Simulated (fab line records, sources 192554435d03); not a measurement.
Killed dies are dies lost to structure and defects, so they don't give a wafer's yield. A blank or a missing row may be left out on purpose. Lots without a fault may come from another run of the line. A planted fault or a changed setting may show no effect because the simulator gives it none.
fab line records | flow n5_finfet | part 1 of 2: steps 1 to 4 of 6
record lots=24 wafers=72 last_day=20
route steps=1938 shown DUMMY_GATE@241 SD_EPI_N@275 SD_EPI_P@314
lots that met no fault: from a run of the same line without faults
start_h: hours from the record's first day to the start of the lot's first wafer shown | wait_h: hours since the lot's step before | " the same as in the row above | L1.1+2: a row that stands for several wafers | - no value, or no start given | * or withheld: withheld | < > ~ a bound
route shown NAME@n: a module of which the file shows steps, and the number in the route of the first | usual: mean/standard deviation of fault-free wafers | same: alike in all rows | chamber/n: place in a boat | sites: the reading at each site | _std_site: their standard deviation | _edge_site: outer sites' mean less inner sites' | radius_mm: how far each site lies from the wafer's centre | mask NAME#n: copy n | behind: the tool/chamber that last shaped the wafer | hold: why the lot was held/for how many hours/how that ended | device: the transistor (n, p or np) that didn't switch | end of line: the same wafers' tests at the end of the route | a step without rows: its recipe alone | killed: dies lost to structure and defects at the first sort, not the wafer's yield | map: a wafer's dies, x killed, . not, _ none there
set.NAME: the setting as run; set.NAME@STEP: as run at that earlier step | model.NAME: the simulator's own value behind a step, which no gauge read
steps of the route over a sample of lots; a table a step, a row a wafer
services: from which hour (start_h, from the record's first day; less than 0 if before it) a tool's chamber was out of use, for how many hours, and why
## steps
# step N5_DUMMY_GATE_STRIP_40
# recipe chemistry=CF4 resist=SiARC power_w=300 bias_power_w=75 pressure_mtorr=50 cf4_flow_sccm=150 rf_frequency_hz=6e+07
# usual drypump_motor_current_A=6.0/0.55 oes_product_au=0.77/0.075 power_w=300.0/0.94 rf_vpp_V=271.1/1.6 showerhead_plenum_p_Torr=1.79/0.05 throttle_valve_pct=13.74/0.21
# columns lot.wafer tool chamber start_h wait_h drypump_motor_current_A oes_product_au power_w rf_hours_counter_h rf_vpp_V showerhead_plenum_p_Torr throttle_valve_pct
L074.3 rie_diel-01 0 47.50 0.1 6.6 0.84 299.1 48 269.4 1.75 13.73
L074.4 " 3 " " 6.0 0.69 299.2 221 272.2 1.77 14.03
L074.5 " 1 " " 6.2 0.79 298.2 - 272.5 1.82 13.51
L075.2 rie_diel-03 0 56.25 0.1 5.5 0.74 301.2 157 271.3 1.79 13.79
L075.4 " 2 " " 5.0 0.80 298.7 109 271.8 1.87 13.56
L075.6 " 2 " " 5.0 0.79 300.1 - 272.0 1.87 13.56
L076.1 rie_diel-06 3 59.00 0.1 5.2 0.87 298.0 18 271.3 1.83 13.62
L076.4 " 1 " " 5.2 0.69 299.5 207 273.0 1.84 13.76
L076.6 " 2 " " 6.4 0.80 299.8 - 270.2 1.74 13.54
L077.1 rie_diel-01 2 67.35 0.2 6.4 0.70 299.8 239 268.7 1.71 14.19
L077.2 " 1 " " 6.3 0.79 298.6 102 271.8 1.81 13.52
L077.5 " 2 " " 6.4 0.70 299.6 - 268.0 1.71 14.19
L078.1 rie_diel-03 3 72.27 0.3 5.4 0.94 299.0 7 271.6 1.83 13.45
L078.3 " 2 " " 5.0 0.79 299.1 114 273.0 1.87 13.56
L078.4 " 3 " " 5.3 0.95 299.2 - 272.1 1.83 13.44
L079.1 rie_diel-01 3 75.81 0.1 6.0 0.68 300.2 228 271.5 1.77 14.01
L079.2 " 1 " " 6.3 0.79 300.7 105 271.4 1.81 13.55
L079.6 " 1 " " 6.3 0.79 301.3 - 271.5 1.81 13.54
L080.1 rie_diel-06 1 81.63 0.1 5.2 0.70 300.6 212 269.2 1.84 13.76
L080.2 " 3 " " 5.2 0.86 300.0 24 272.2 1.83 13.65
L080.5 " 3 " " 5.2 0.87 300.1 - 272.3 1.83 13.64
L081.1 rie_diel-01 2 89.05 0.1 6.4 0.70 300.9 245 267.0 1.71 14.19
L081.3 " 3 " " 6.0 0.66 299.5 232 272.3 1.77 14.04
L081.4 " 0 " " 6.7 0.83 299.2 59 269.1 1.75 13.76
L082.3 rie_diel-01 0 93.73 0.1 6.6 0.82 300.1 60 268.4 1.75 13.79
L082.5 " 1 " " 6.2 0.78 300.3 - 270.5 1.81 13.53
L082.6 " 2 " " 6.4 0.70 301.0 - 270.1 1.71 14.19
L083.1 rie_diel-06 2 100.06 0.1 6.4 0.79 299.4 122 269.8 1.73 13.57
L083.5 " 3 " " 5.2 0.85 301.7 - 272.8 1.83 13.64
L083.6 " 2 " " 6.4 0.78 299.3 - 267.4 1.73 13.57
L084.3 rie_diel-01 1 105.88 0.1 6.3 0.78 299.7 113 273.1 1.81 13.54
L084.5 " 0 " " 6.6 0.82 300.3 - 270.5 1.75 13.77
L084.6 " 3 " " 6.0 0.66 299.8 - 269.9 1.77 14.04
L085.3 rie_diel-01 3 117.44 0.1 6.0 0.66 300.0 242 270.9 1.77 14.05
L085.4 " 3 " " 6.0 0.66 300.9 - 271.3 1.77 14.05
L085.6 " 0 " " 6.6 0.81 300.5 - 270.4 1.75 13.81
L086.2 rie_diel-01 1 121.61 0.1 6.3 0.78 299.4 119 270.3 1.81 13.55
L086.3 " 3 " " 6.0 0.66 299.5 243 270.3 1.77 14.05
L086.6 " 3 " " 6.0 0.67 300.5 - 270.9 1.77 14.04
L087.3 rie_diel-01 0 127.05 0.1 6.6 0.81 299.1 72 270.8 1.75 13.78
L087.4 " 3 " " 6.0 0.66 299.4 - 271.9 1.77 14.05
L087.6 " 1 " " 6.3 0.77 301.3 - 271.9 1.81 13.56
L088.3 rie_diel-06 1 130.13 0.1 5.2 0.68 301.0 225 270.6 1.84 13.79
L088.5 " 1 " " 5.2 0.69 300.8 - 274.8 1.84 13.78
L088.6 " 2 " " 6.4 0.78 301.8 - 270.5 1.73 13.61
L089.2 rie_diel-06 2 144.55 0.2 6.4 0.78 300.5 131 270.3 1.73 13.61
L089.4 " 3 " " 5.2 0.85 300.8 37 270.6 1.82 13.67
L089.5 " 1 " " 5.2 0.69 300.9 - 271.6 1.84 13.80
L090.2 rie_diel-03 0 147.73 0.1 5.5 0.72 300.6 179 270.0 1.79 13.84
L090.4 " 3 " " 5.4 0.91 298.3 23 270.7 1.83 13.48
L090.5 " 1 " " 6.1 0.74 298.9 - 271.3 1.73 13.26
L091.1 rie_diel-06 2 161.43 0.1 6.4 0.77 300.9 136 272.1 1.73 13.62
L091.3 " 1 " " 5.2 0.69 300.2 231 272.1 1.84 13.80
L091.4 " 0 " " 6.4 0.70 299.6 212 272.6 1.85 13.94
L092.2 rie_diel-06 0 162.59 0.1 6.4 0.70 299.6 213 272.1 1.85 13.95
L092.3 " 2 " " 6.4 0.78 299.9 136 269.5 1.73 13.61
L092.4 " 1 " " 5.2 0.68 300.6 231 272.9 1.84 13.81
L093.3 rie_diel-06 1 175.55 0.1 5.2 0.68 299.6 236 272.0 1.84 13.82
L093.5 " 1 " " 5.2 0.68 300.6 - 273.0 1.84 13.80
L093.6 " 2 " " 6.4 0.76 300.2 - 268.7 1.73 13.62
L095.1 rie_diel-06 2 183.79 0.1 6.4 0.77 298.5 142 268.4 1.73 13.62
L095.4 " 1 " " 5.2 0.68 301.1 238 272.1 1.83 13.83
L095.6 " 3 " " 5.2 0.83 299.3 - 272.0 1.82 13.70
L094.1 rie_diel-03 3 186.94 0.1 5.4 0.88 300.6 37 272.4 1.82 13.54
L094.2 " 2 " " 5.0 0.76 299.9 144 273.0 1.86 13.64
L094.6 " 0 " " 5.5 0.72 300.6 - 270.2 1.78 13.86
L097.1 rie_diel-01 2 187.41 0.1 6.4 0.89 299.9 18 273.3 1.91 13.70
L097.2 " 0 " " 6.6 0.79 300.2 90 271.0 1.74 13.84
L097.6 " 3 " " 6.0 0.95 299.9 - 269.3 1.76 13.48
L096.1 rie_diel-01 1 187.76 0.1 6.3 0.76 299.5 140 270.1 1.80 13.61
L096.3 " 3 " " 6.0 0.95 300.6 5 271.3 1.76 13.50
L096.6 " 2 " " 6.4 0.90 300.0 - 273.1 1.91 13.67
# step N5_DUMMY_GATE_ETCH_44
# recipe chemistry=HBr/O2 over_etch_frac=0.7 target_depth_a=1275 stop_on=SiO2 ion_energy_ev=60 bias_w=20 target=poly-Si mask_material=SiO2 pressure_mtorr=20 icp_w=400 HBr_flow_sccm=120 O2_flow_sccm=10
# usual drypump_motor_current_A=5.8/0.36 oes_product_au=0.726/0.014 throttle_valve_pct=18.53/0.17
# columns lot.wafer tool chamber start_h wait_h drypump_motor_current_A oes_product_au rf_hours_counter_h throttle_valve_pct
L074.3 rie_si-05 1 47.99 0.0 5.0 0.708 89 18.80
L074.4 " 1 " " 5.0 0.705 - 18.80
L074.5 " 3 " " 5.5 0.710 - 18.19
L075.2 rie_si-04 3 56.68 0.0 6.2 0.740 143 18.49
L075.4 " 1 " " 6.2 0.721 166 18.52
L075.6 " 2 " " 5.9 0.723 - 18.73
L076.1 rie_si-05 2 59.44 0.0 5.6 0.737 26 18.70
L076.4 " 0 " " 6.1 0.738 0 18.54
L076.6 " 3 " " 5.5 0.716 - 18.18
L077.1 rie_si-04 0 67.93 0.0 6.1 0.744 110 18.72
L077.2 " 3 " " 6.3 0.738 143 18.49
L077.5 " 1 " " 6.2 0.725 - 18.52
L078.1 rie_si-05 1 72.70 0.0 5.0 0.709 89 18.80
L078.3 " 2 " " 5.6 0.745 26 18.72
L078.4 " 0 " " 6.1 0.742 0 18.55
L079.1 rie_si-04 3 76.24 0.0 6.2 0.717 143 18.51
L079.2 " 2 " " 5.9 0.710 69 18.72
L079.6 " 1 " " 6.2 0.724 - 18.53
L080.1 rie_si-05 2 82.06 0.0 5.6 0.748 26 18.70
L080.2 " 3 " " 5.5 0.707 103 18.18
L080.5 " 0 " " 6.1 0.745 - 18.57
L081.1 rie_si-06 3 89.48 0.0 5.6 0.736 98 18.52
L081.3 " 1 " " 5.6 0.730 169 18.31
L081.4 " 2 " " 5.3 0.716 98 18.49
L082.3 rie_si-05 3 94.16 0.0 5.5 0.714 104 18.17
L082.5 " 3 " " 5.5 0.711 - 18.18
L082.6 " 2 " " 5.6 0.732 - 18.71
L083.1 rie_si-06 1 100.49 0.0 5.5 0.747 169 18.29
L083.5 " 0 " " 5.9 0.738 - 18.33
L083.6 " 3 " " 5.6 0.739 - 18.50
L084.3 rie_si-06 1 106.32 0.0 5.6 0.731 169 18.28
L084.5 " 3 " " 5.7 0.734 - 18.53
L084.6 " 2 " " 5.3 0.702 - 18.45
L085.3 rie_si-04 2 117.88 0.0 5.9 0.714 70 18.72
L085.4 " 3 " " 6.3 0.742 144 18.51
L085.6 " 2 " " 5.9 0.720 - 18.74
L086.2 rie_si-04 3 122.13 0.0 6.3 0.728 144 18.49
L086.3 " 1 " " 6.1 0.712 167 18.52
L086.6 " 1 " " 6.1 0.712 - 18.54
L087.3 rie_si-06 3 127.49 0.0 5.7 0.749 99 18.52
L087.4 " 2 " " 5.3 0.705 99 18.46
L087.6 " 3 " " 5.7 0.735 - 18.50
L088.3 rie_si-06 1 130.56 0.0 5.6 0.741 170 18.30
L088.5 " 1 " " 5.6 0.739 - 18.30
L088.6 " 0 " " 5.9 0.733 - 18.34
L089.2 rie_si-05 0 145.05 0.0 6.1 0.747 1 18.54
L089.4 " 3 " " 5.5 0.712 104 18.17
L089.5 " 0 " " 6.1 0.745 - 18.56
L090.2 rie_si-04 1 148.16 0.0 6.2 0.728 168 18.55
L090.4 " 0 " " 6.1 0.747 111 18.71
L090.5 " 3 " " 6.3 0.730 - 18.51
L091.1 rie_si-06 1 161.86 0.0 5.6 0.741 170 18.30
L091.3 " 3 " " 5.6 0.733 99 18.51
L091.4 " 0 " " 5.9 0.724 163 18.34
L092.2 rie_si-06 2 163.02 0.0 5.3 0.720 99 18.46
L092.3 " 3 " " 5.6 0.732 99 18.51
L092.4 " 1 " " 5.6 0.735 170 18.30
L093.3 rie_si-04 1 175.99 0.0 6.1 0.719 168 18.54
L093.5 " 0 " " 6.1 0.729 - 18.72
L093.6 " 2 " " 5.9 0.717 - 18.72
L095.1 rie_si-04 3 184.23 0.0 6.3 0.744 145 18.51
L095.4 " 2 " " 5.9 0.717 71 18.71
L095.6 " 1 " " 6.1 0.714 - 18.52
L094.1 rie_si-06 3 187.37 0.0 5.7 0.736 100 18.51
L094.2 " 2 " " 5.3 0.712 100 18.47
L094.6 " 1 " " 5.5 0.740 - 18.30
L097.1 rie_si-06 3 187.87 0.0 5.7 0.738 100 18.52
L097.2 " 2 " " 5.3 0.724 100 18.46
L097.6 " 2 " " 5.3 0.717 - 18.47
L096.1 rie_si-04 0 188.43 0.0 6.1 0.727 112 18.72
L096.3 " 2 " " 5.9 0.706 71 18.73
L096.6 " 3 " " 6.2 0.733 - 18.50
# step N5_SD_EPI_N_ETCH_35
# recipe chemistry=N2/H2 target=SOC overetch_a=1080 mask_material=SiARC temp_c=40 ion_energy_ev=100 source_w=3000 bias_w=133 pressure_mtorr=20 time_s=486 n2_flow_sccm=200 h2_flow_sccm=200
# usual drypump_motor_current_A=5.7/0.44 oes_product_au=0.68/0.056 rf_vpp_V=241.2/1 showerhead_plenum_p_Torr=2.56/0.049 throttle_valve_pct=23.76/0.24
# columns lot.wafer tool chamber start_h wait_h drypump_motor_current_A oes_product_au rf_hours_counter_h rf_vpp_V showerhead_plenum_p_Torr throttle_valve_pct
L074.3 rie_diel-05 2 49.65 0.0 5.7 0.68 157 240.4 2.53 23.51
L074.4 " 2 " " 5.7 0.68 - 240.3 2.53 23.51
L074.5 " 3 " " 5.5 0.70 - 241.9 2.66 23.62
L075.2 rie_diel-05 2 58.61 0.0 5.7 0.67 160 242.0 2.53 23.52
L075.4 " 3 " " 5.5 0.69 131 241.2 2.66 23.61
L075.6 " 2 " " 5.7 0.67 - 240.6 2.53 23.52
L076.1 rie_diel-04 0 60.92 0.0 6.0 0.63 188 240.8 2.53 23.64
L076.4 " 2 " " 6.2 0.68 150 240.7 2.53 23.62
L076.6 " 0 " " 6.0 0.64 - 240.8 2.53 23.66
L077.1 rie_diel-02 3 70.57 0.0 5.8 0.64 195 242.9 2.63 23.99
L077.2 " 1 " " 5.7 0.68 139 242.6 2.55 23.86
L077.5 " 1 " " 5.7 0.68 - 239.4 2.55 23.88
L078.1 rie_diel-05 3 74.37 0.0 5.5 0.69 137 242.0 2.66 23.60
L078.3 " 1 " " 6.3 0.83 7 240.1 2.49 23.23
L078.4 " 0 " " 6.1 0.69 97 241.2 2.56 23.75
L079.1 rie_diel-04 2 77.97 0.0 6.2 0.68 156 240.0 2.53 23.63
L079.2 " 3 " " 5.3 0.63 187 242.7 2.63 23.98
L079.6 " 1 " " 5.3 0.65 - 241.6 2.63 23.72
L080.1 rie_diel-02 0 83.59 0.0 6.3 0.80 31 240.9 2.58 23.65
L080.2 " 2 " " 4.9 0.69 131 240.3 2.55 24.13
L080.5 " 1 " " 5.6 0.68 - 240.6 2.55 23.87
L081.1 rie_diel-04 2 91.12 0.0 6.2 0.68 158 238.9 2.53 23.64
L081.3 " 3 " " 5.4 0.63 190 242.2 2.63 24.00
L081.4 " 1 " " 5.4 0.65 186 242.5 2.63 23.73
L082.3 rie_diel-02 0 97.07 0.0 6.2 0.80 33 240.9 2.58 23.65
L082.5 " 3 " " 5.8 0.64 - 239.7 2.63 24.00
L082.6 " 0 " " 6.2 0.80 - 241.9 2.58 23.67
L083.1 rie_diel-05 1 102.57 0.0 6.3 0.80 17 240.7 2.49 23.22
L083.5 " 0 " " 6.1 0.69 - 241.0 2.56 23.75
L083.6 " 1 " " 6.3 0.81 - 239.7 2.49 23.24
L084.3 rie_diel-02 1 108.48 0.0 5.7 0.68 150 240.7 2.55 23.88
L084.5 " 1 " " 5.7 0.67 - 241.9 2.55 23.88
L084.6 " 2 " " 4.9 0.68 - 241.6 2.54 24.14
L085.3 rie_diel-02 1 119.80 0.0 5.7 0.67 154 240.2 2.54 23.88
L085.4 " 2 " " 4.9 0.68 140 239.4 2.54 24.15
L085.6 " 1 " " 5.7 0.67 - 240.1 2.54 23.88
L086.2 rie_diel-02 3 126.14 0.0 5.8 0.64 210 241.9 2.62 24.01
L086.3 " 0 " " 6.2 0.79 42 240.6 2.58 23.67
L086.6 " 3 " " 5.8 0.64 - 240.7 2.62 24.01
L087.3 rie_diel-02 1 129.32 0.0 5.7 0.66 156 240.2 2.54 23.87
L087.4 " 0 " " 6.2 0.78 43 242.8 2.58 23.67
L087.6 " 3 " " 5.8 0.64 - 242.2 2.62 24.00
L088.3 rie_diel-05 2 143.51 0.0 5.7 0.65 184 241.6 2.52 23.55
L088.5 " 2 " " 5.7 0.66 - 242.7 2.52 23.53
L088.6 " 3 " " 5.5 0.67 - 243.1 2.65 23.65
L089.2 rie_diel-02 3 148.19 0.0 5.8 0.63 214 242.7 2.62 23.99
L089.4 " 2 " " 4.9 0.67 147 243.4 2.54 24.15
L089.5 " 1 " " 5.7 0.67 - 241.1 2.54 23.89
L090.2 rie_diel-05 2 150.28 0.0 5.7 0.66 187 239.5 2.52 23.55
L090.4 " 3 " " 5.5 0.67 157 241.9 2.65 23.64
L090.5 " 2 " " 5.7 0.66 - 241.5 2.52 23.54
L091.1 rie_diel-02 2 164.00 0.0 4.9 0.67 154 243.0 2.54 24.15
L091.3 " 3 " " 5.8 0.63 220 241.3 2.62 24.01
L091.4 " 0 " " 6.2 0.78 52 240.9 2.57 23.67
L092.2 rie_diel-05 2 164.91 0.0 5.7 0.65 192 241.2 2.52 23.55
L092.3 " 0 " " 6.1 0.67 124 240.4 2.55 23.79
L092.4 " 1 " " 6.3 0.77 35 238.6 2.48 23.25
L093.3 rie_diel-05 1 177.63 0.0 6.3 0.77 40 239.5 2.48 23.28
L093.5 " 1 " " 6.3 0.76 - 240.5 2.48 23.27
L093.6 " 2 " " 5.7 0.65 - 241.0 2.52 23.56
L095.1 rie_diel-04 2 186.49 0.0 6.2 0.66 185 240.6 2.52 23.67
L095.4 " 0 " " 6.0 0.61 226 240.1 2.51 23.71
L095.6 " 0 " " 6.0 0.61 - 241.7 2.51 23.70
L094.1 rie_diel-02 0 189.54 0.0 6.2 0.76 62 242.8 2.57 23.69
L094.2 " 3 " " 5.8 0.63 229 242.6 2.61 24.03
L094.6 " 3 " " 5.8 0.63 - 242.3 2.61 24.03
L097.1 rie_diel-04 0 190.24 0.0 6.0 0.61 228 240.6 2.51 23.70
L097.2 " 3 " " 5.3 0.61 220 240.9 2.61 24.03
L097.6 " 0 " " 6.0 0.61 - 241.1 2.51 23.72
L096.1 rie_diel-04 0 191.79 0.0 6.0 0.61 229 240.7 2.51 23.73
L096.3 " 2 " " 6.2 0.66 187 240.6 2.52 23.65
L096.6 " 3 " " 5.3 0.61 - 242.3 2.61 24.03
# step N5_SD_EPI_N_EPI_MEAS_23
# recipe mode=xrd
# usual thk_nm=58.9/1.2
# columns lot.wafer tool chamber start_h wait_h thk_nm
L074.3 film_metro-02 - 53.69 1.2 59.1
L074.4 " - " " 56.6
L074.5 " - " " 57.9
L075.2 film_metro-02 - 61.91 1.2 59.7
L075.4 " - " " 59.2
L075.6 " - " " 62.3
L076.1 film_metro-02 - 64.22 1.4 60.0
L076.4 " - " " 59.3
L076.6 " - " " 59.6
L077.1 film_metro-02 - 73.89 1.5 59.6
L077.2 " - " " 59.6
L077.5 " - " " 58.9
L078.1 film_metro-02 - 77.91 1.4 58.9
L078.3 " - " " 59.0
L078.4 " - " " 59.9
L079.1 film_metro-01 - 82.00 1.9 59.3
L079.2 " - " " 57.1
L079.6 " - " " 58.5
L080.1 film_metro-02 - 86.88 1.4 59.7
L080.2 " - " " 59.5
L080.5 " - " " 58.0
L081.1 film_metro-02 - 94.43 1.4 58.1
L081.3 " - " " 60.3
L081.4 " - " " 58.3
L082.3 film_metro-02 - 101.11 1.2 61.1
L082.5 " - " " 59.8
L082.6 " - " " 57.2
L083.1 film_metro-01 - 106.61 1.9 60.4
L083.5 " - " " 61.5
L083.6 " - " " 59.1
L084.3 film_metro-02 - 112.52 1.2 60.2
L084.5 " - " " 56.7
L084.6 " - " " 58.0
L085.3 film_metro-02 - 123.85 1.2 58.9
L085.4 " - " " 57.0
L085.6 " - " " 60.3
L086.2 film_metro-02 - 130.20 1.5 58.5
L086.3 " - " " 60.6
L086.6 " - " " 58.0
L087.3 film_metro-01 - 133.36 1.2 58.5
L087.4 " - " " 59.5
L087.6 " - " " 58.3
L088.3 film_metro-01 - 148.38 1.5 57.7
L088.5 " - " " 59.9
L088.6 " - " " 58.7
L089.2 film_metro-02 - 153.22 2.0 57.3
L089.4 " - " " 58.4
L089.5 " - " " 59.0
L090.2 film_metro-02 - 155.10 1.5 58.3
L090.4 " - " " 59.2
L090.5 " - " " 59.2
L091.1 film_metro-02 - 168.04 1.9 59.2
L091.3 " - " " 58.7
L091.4 " - " " 59.3
L092.2 film_metro-02 - 168.95 1.5 59.9
L092.3 " - " " 57.0
L092.4 " - " " 61.6
L093.3 film_metro-02 - 181.67 1.2 59.3
L093.5 " - " " 58.5
L093.6 " - " " 59.9
L095.1 film_metro-01 - 189.79 1.4 58.3
L095.4 " - " " 57.7
L095.6 " - " " 58.6
L097.1 film_metro-01 - 193.54 1.4 57.3
L097.2 " - " " 55.8
L097.6 " - " " 60.0
L094.1 film_metro-02 - 193.58 1.9 57.1
L094.2 " - " " 58.4
L094.6 " - " " 60.0
L096.1 film_metro-02 - 195.76 1.4 59.7
L096.3 " - " " 58.5
L096.6 " - " " 59.2
